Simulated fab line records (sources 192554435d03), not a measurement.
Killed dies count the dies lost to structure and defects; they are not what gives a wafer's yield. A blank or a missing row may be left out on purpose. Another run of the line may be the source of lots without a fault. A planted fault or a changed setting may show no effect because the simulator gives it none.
Chamber matching ; flow n5-finfet ; N5_BEOL_M1_DESCUM_16 on rie-diel-01: 4 sister chambers
The step chemistry O2, time 7 s. 8 wafers are shown with their chamber, then 8 later ones without.

WAFERS WITH THEIR CHAMBER
wafer;chamber;showerhead-plenum-p-Torr (Torr);throttle-valve-pct (%)
L079.6;0;2.13;20.09
L083.1;2;2.11;20.07
L083.5;3;1.92;20.50
L083.6;1;2.19;20.26
L084.1;1;2.18;20.27
L084.5;3;1.92;20.52
L084.6;2;2.11;20.09
L088.3;0;2.13;20.12

WAFERS WITH NO CHAMBER GIVEN
wafer;showerhead-plenum-p-Torr (Torr);throttle-valve-pct (%)
L088.4;2.18;20.27
L088.6;2.11;20.09
L093.1;2.12;20.12
L093.3;2.18;20.29
L093.6;2.12;20.14
L097.4;1.91;20.56
L097.5;2.12;20.13
L097.6;2.17;20.31

WHICH CHAMBER EACH ONE RAN IN
wafer;from the rows above;in truth
L088.4;1;1
L088.6;2;2
L093.1;can't be placed: 0 or 2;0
L093.3;1;1
L093.6;can't be placed: 0 or 2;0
L097.4;3;3
L097.5;can't be placed: 0 or 2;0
L097.6;1;1
Placed correctly: 5 of 8. Unplaceable from these rows: 3, with the true chamber sitting among the candidates in 3. Wrongly placed: 0.
How it was worked out, from the rows above alone: a wafer's distance from a chamber is the root of the sum, over the readings, of the square of ((its reading less the chamber's mean) divided by the reading's scatter). If the next closest chamber is less than 2 further off than the closest, the wafer can't be placed; otherwise it belongs to the closest. Each chamber's mean is taken over the wafers shown for it. How the scatter is found: for the shown wafers, subtract from each reading the mean of its chamber, square and add these, divide the total by (wafers less chambers), then take the root.
